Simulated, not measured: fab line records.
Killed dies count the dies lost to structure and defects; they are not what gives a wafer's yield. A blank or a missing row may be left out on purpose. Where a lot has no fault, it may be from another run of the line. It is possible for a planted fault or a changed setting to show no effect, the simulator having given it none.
A struck lot beside a sound one | flow nandHarc | 14 out of 1302 route steps
Sound: the wafers L690.1, L690.2, L690.3. Wafers struck: L698.1, L698.4, L698.6. At the end, the cause is stated.
Each step with rows lists, per side, the tool, then ch with its chambers, then its first start. Under that, the readings that differ: sound wafers | struck wafers | difference of the means | sigmas: that difference in standard deviations of wafers without a fault.
alike: a reading whose means differ by less than 2 such deviations, as well as words and numbers matching on both sides. not compared: withheld readings; readings where some wafer has no value; bounds like >300 that might hide an equal value; numbers whose values overlap and for which the record gives no deviation.
Wherever a step has rows on one side only, a row that says differs or no value, or a row with sigmas, the two part there. When numbers do not overlap yet have no deviation, they are printed without sigmas and do not part them. A reading that every wafer of one side lacks parts them only if that side has two wafers or more.

NHARC_A_ONON_D1_THK_MEAS_21: measures by ellipsometry.
  sound: filmMetro-02 at day 9 11:35; struck: filmMetro-02 at day 13 03:49
reading    | sound          | struck      | difference | sigmas
thkNm (nm) | 1018 1018 1018 | 988 988 986 | -31        | -3
next comes 1 step that has no rows for these wafers: NHARC_A_ONON_D1_DEP_22 (target thickness 1000 nm).
NHARC_A_ONON_D1_THK_MEAS_24: measures by ellipsometry.
  sound: filmMetro-01 at day 9 12:10; struck: filmMetro-01 at day 13 04:23
  alike: thkNm
next comes 1 step that has no rows for these wafers: NHARC_A_ONON_D1_DEP_25 (target thickness 1000 nm).
NHARC_A_ONON_D1_THK_MEAS_27: measures by ellipsometry.
  sound: filmMetro-02 at day 9 12:44; struck: filmMetro-01 at day 13 04:56
  alike: thkNm
next comes 1 step that has no rows for these wafers: NHARC_A_ONON_D1_DEP_28 (target thickness 1000 nm).
NHARC_A_ONON_D1_THK_MEAS_30: measures by ellipsometry.
  sound: filmMetro-01 at day 9 13:17; struck: filmMetro-01 at day 13 05:30
reading    | sound          | struck      | difference | sigmas
thkNm (nm) | 1021 1021 1021 | 992 995 994 | -27        | -3
NHARC_A_ONON_D1_DEP_33: deposits SiO2, target thk 200 nm.
  sound on pecvd-02 ch 0,1,2, day 9 13:21; struck on pecvd-02 ch 1, day 13 05:33
  alike: chamberPressureTorr, flowSccm, heaterPowerW, throttleValvePct
  not compared: sinceWetCleanH
NHARC_A_ONON_D1_THK_MEAS_34: measures by ellipsometry.
  sound: filmMetro-02 at day 9 13:46; struck: filmMetro-02 at day 13 06:06
  alike: thkNm
NHARC_A_ONON_D1_INSPECT_32:
  sound: defectInspect-02 at day 9 13:50; struck: defectInspect-02 at day 13 06:10
  alike: rawDefectCount
NHARC_A_CHANNEL_HOLE_D1_DEP_00: deposits aC, target thk 3100 nm.
  sound on aclDep-01 ch 0, day 9 15:31; struck on aclDep-02 ch 0, day 13 07:44
reading            | sound                | struck               | difference | sigmas
susceptorTempC (C) | 399.80 399.96 400.08 | 399.22 399.36 399.66 | -0.53      | -2
  alike: throttleValvePct
NHARC_A_CHANNEL_HOLE_D1_DEP_01: deposits SiON, target thk 140 nm.
  sound on pecvd-01 ch 0,1,2, day 9 17:28; struck on pecvd-01 ch 0,2, day 13 09:41
  no value came back on the struck wafers for chamberPressureTorr (Torr), heaterPowerOuterW (W), heaterPowerW (W), sinceWetCleanH (h); on the sound wafers chamberPressureTorr (Torr) reads 3.505 3.496 3.506
then, 1 step without rows for these wafers: NHARC_A_CHANNEL_HOLE_D1_DEHYDRATE_02 (time 120 s).
-- break in the record here, with 16 days between the starts of the struck wafers on either side (left off in module A_CHANNEL_HOLE_D1, picked up again in module END, where the first step shown is number 1302 on the route) --
NHARC_END_SORT_01:
  here the record holds rows for the struck wafers (prober-01 ch 0, day 29 13:53) but none for the sound ones

WHERE THEY PART
Last at NHARC_END_SORT_01 as far as this record goes, first at NHARC_A_ONON_D1_THK_MEAS_21.

WHY: what the simulator had put in
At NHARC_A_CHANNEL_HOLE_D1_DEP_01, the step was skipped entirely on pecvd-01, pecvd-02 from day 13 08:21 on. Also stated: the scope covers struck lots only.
